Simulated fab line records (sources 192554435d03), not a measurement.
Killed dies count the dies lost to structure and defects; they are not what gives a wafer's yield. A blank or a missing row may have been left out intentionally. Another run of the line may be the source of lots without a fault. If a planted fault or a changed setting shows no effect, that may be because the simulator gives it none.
Which tool was responsible? / flow n5Finfet / 36 wafers sampled from 12 lots at 1 step of a route of 1938

## WHAT THE GAUGES SHOWED, per wafer
N5_BEOL_M14_INSPECT_55: inspects for defects (darkfield).
lot=L075; measured=day 11 06:59; on=defectInspect-01; rawDefectCount=86 77 67
lot=L077; measured=day 11 20:54; on=defectInspect-02; rawDefectCount=81 84 77
lot=L079; measured=day 12 13:08; on=defectInspect-02; rawDefectCount=101 110 88
lot=L080; measured=day 12 20:11; on=defectInspect-01; rawDefectCount=54 58 48
lot=L082; measured=day 12 21:25; on=defectInspect-02; rawDefectCount=52 48 67
lot=L086; measured=day 14 03:30; on=defectInspect-01; rawDefectCount=96 108 54
lot=L085; measured=day 14 11:38; on=defectInspect-01; rawDefectCount=78 56 70
lot=L089; measured=day 14 20:35; on=defectInspect-01; rawDefectCount=65 58 53
lot=L091; measured=day 15 12:45; on=defectInspect-01; rawDefectCount=53 72 97
lot=L093; measured=day 16 09:23; on=defectInspect-02; rawDefectCount=94 74 77
lot=L096; measured=day 16 20:13; on=defectInspect-01; rawDefectCount=74 84 117
lot=L095; measured=day 17 00:47; on=defectInspect-01; rawDefectCount=51 61 72

## EACH LOT AND THE TOOL THAT RAN IT (in order: tool; ch and the chambers of the sampled wafers; start)
The record shows no process step preceding these readings.

## THE ANSWER, worked out from the rows above alone
Rule: usual is defined by the lots themselves. The widest of any qualifying gaps counts: lots, ordered by their means at a reading, are off when they make up no more than a third of the lots, leave a main group of 4 or more, and stand apart from it by 3 or more times the standard deviation of that group's means. If all means in a main group match to the digits the tables above print for the reading, that group is not used. A lot without any number at a reading at which 4 lots or more have one is off too. Where the step has rows for the other lots, those lots are counted as sound.
Nothing can be told from this: no lot is off at any reading shown.

## WHAT THE SIMULATOR HAD PUT IN
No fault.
